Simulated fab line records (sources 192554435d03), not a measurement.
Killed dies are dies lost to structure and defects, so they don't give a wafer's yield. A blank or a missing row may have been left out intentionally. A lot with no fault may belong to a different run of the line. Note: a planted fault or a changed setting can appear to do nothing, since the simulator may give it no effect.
A lot that was struck, set against a sound lot :: flow n5-finfet :: 15 steps out of a route of 1938
Sound: the wafers L595.2, L595.3, L595.5. Struck: wafer L609.6 (left out: L609.2, a lot-mate that was not struck); the cause follows at the end.
Order at every step that has rows: each side's tool, ch and its chambers, its first start. Under that, the readings that differ: sound wafers :: struck wafers :: difference of the means :: sigmas: that difference in standard deviations of wafers without a fault.
alike: readings whose means differ by less than 2 such deviations, and words and numbers that are the same on both sides. not compared: withheld readings, readings that some wafer has no value for, bounds like >300 that may hide the same value, and numbers for which the record gives no deviation and whose values overlap.
Wherever a step has rows on one side only, a row that says differs or no value, or a row with sigmas, the two part there. Numbers that have no deviation but don't overlap get no sigmas and don't part them. A reading missing from all wafers of one side parts the sides only when that side holds two or more wafers.

N5_BEOL_M10_CURE_72: cures SiCOH lowk, time 120 s.
  sound on uv-cure-01 ch 1, day 11 05:28; struck on uv-cure-01 ch 0, day 15 05:13
  alike: lamp-power-pct, wafer_temp_C_max
N5_BEOL_M10_DEGAS_44: time 60 s.
  sound on pvd-sputter-01, day 11 05:44; struck on pvd-sputter-03, day 15 05:48
  alike: heater-power-w
N5_BEOL_M10_PRE_CLEAN_45: time 30 s.
  sound on pvd-sputter-01, day 11 05:47; struck on pvd-sputter-03, day 15 05:50
  alike: heater-power-w
then, 1 step without rows for these wafers: N5_BEOL_M10_ALD_74 (deposits TaN, target thk 2 nm, pulse time 2 s, purge time 3 s).
N5_BEOL_M10_SURFACE_TREAT_76:
  sound on pvd-sputter-01, day 11 06:27; struck on pvd-sputter-01, day 15 06:11
  not compared: throttle-valve-pct
then, 1 step without rows for these wafers: N5_BEOL_M10_CVD_75 (deposits Co from CCTBA/H2, target thk 2 nm, time 138.9 s).
N5_BEOL_M10_SPUTTER_48: material Cu, target thk 12 nm, time 2 s.
  sound on pvd-sputter-01, day 11 06:46; struck on pvd-sputter-01, day 15 06:23
  alike: substrate-temp-c, throttle-valve-pct
then, 3 steps without rows for these wafers: N5_BEOL_M10_ECD_50 (material Cu, target thk 318 nm); N5_BEOL_M10_ANNEAL_51 (time 90 s); N5_BEOL_M10_CMP_52 (polishes, stops on SiCOH lowk, t overpolish 7 s, target thk 140 nm).
N5_BEOL_M10_THK_MEAS_53: measures by xrf.
  sound on film-metro-01, day 11 07:35; struck on film-metro-01, day 15 07:35
  alike: M10_THK
then, 1 step without rows for these wafers: N5_BEOL_M10_PRE_CLEAN_55 (time 15 s).
N5_BEOL_M10_DEP_56: deposits SiCN from 3MS/NH3, target thk 15 nm, time 26.5 s.
  sound on pecvd-02 ch 0,1,2, day 11 07:39; struck on pecvd-02 ch 0, day 15 07:39
reading: showerhead-plenum-p-Torr (Torr)
sound: 3.682 3.664 3.651
struck: 3.634
difference: -0.032
sigmas: -2

reading: model.SiCN_of_BEOL_M10_DEP_56.thk-nm (nm)
sound: 14.8 14.4 15
struck: 7.4
difference: -7.3
sigmas: 
  alike: showerhead-vpp-V, throttle-valve-pct
N5_BEOL_M10_RS_MEAS_57: measures by four-point-probe.
  sound on film-metro-02, day 11 07:44; struck on film-metro-02, day 15 07:44
  alike: M10_RS
-- here the record skips 2 days between the struck wafers' starts before and after, leaving off in module BEOL_M10 and picking up in module PASSIVATION (first step shown: number 1936 of the route) --
N5_PASSIVATION_PROBE_49:
  the record has rows for the struck wafers here (prober-02, day 17 10:57) and none for the sound ones

## WHERE THEY PART
Last at N5_PASSIVATION_PROBE_49 as far as this record goes, first at N5_BEOL_M10_DEP_56.

WHY: what had been put in by the simulator
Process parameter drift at N5_BEOL_M10_DEP_56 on pecvd-02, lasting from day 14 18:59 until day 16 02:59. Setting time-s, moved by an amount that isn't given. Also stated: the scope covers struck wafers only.
